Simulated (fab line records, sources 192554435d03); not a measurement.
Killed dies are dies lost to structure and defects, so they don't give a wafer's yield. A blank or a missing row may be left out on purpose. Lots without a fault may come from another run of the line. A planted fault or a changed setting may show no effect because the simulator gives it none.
Which tool did it? | flow n5_finfet | 6 lots, 16 wafers sampled, at 2 steps of a route of 1938

WHAT THE GAUGES READ, wafer by wafer
N5_BEOL_M8_RS_MEAS_57: measures by four-point-probe.
lot  | measured     | on            | M8_RS (ohm/sq)
L179 | day 11 05:11 | film_metro-01 | 0.278 0.297
L186 | day 12 10:28 | film_metro-02 | 0.288 0.291 0.280
L187 | day 13 21:36 | film_metro-02 | 0.307 0.288 0.289
L193 | day 14 18:44 | film_metro-02 | 0.280 0.271
L194 | day 15 02:07 | film_metro-01 | 0.274 0.273 0.274
L197 | day 15 15:37 | film_metro-02 | 0.278 0.283 0.276

WHICH TOOL RAN EACH LOT (tool, then ch and the chambers of the sampled wafers, then the start)
lot  | N5_BEOL_M8_DEP_56
L179 | pecvd-04 ch 0,2, day 11 05:08
L186 | pecvd-03 ch 0,2, day 12 10:23
L187 | pecvd-02 ch 0,1,2, day 13 21:32
L193 | pecvd-04 ch 1,2, day 14 18:40
L194 | pecvd-02 ch 0,1, day 15 02:03
L197 | pecvd-04 ch 1, day 15 15:32
- N5_BEOL_M8_DEP_56: deposits SiCN from 3MS/NH3, target thk 10 nm, time 17.5 s.

THE ANSWER, worked out from the rows above alone
Rule: what is usual is taken from the lots themselves. Put in order of their means at a reading, lots are off if they are a third of the lots or fewer, leave a main group of 4 or more, and stand apart from it by a gap of 3 or more times the standard deviation of the main group's means; of several such gaps the widest counts. A main group whose means are all the same, to the digits that the tables above print for the reading, isn't used. A lot without any number at a reading at which 4 lots or more have one is off too. The other lots that the step has rows for count as sound.
No lot is off at any reading shown: from this, nothing can be told.

WHAT THE SIMULATOR HAD PUT IN
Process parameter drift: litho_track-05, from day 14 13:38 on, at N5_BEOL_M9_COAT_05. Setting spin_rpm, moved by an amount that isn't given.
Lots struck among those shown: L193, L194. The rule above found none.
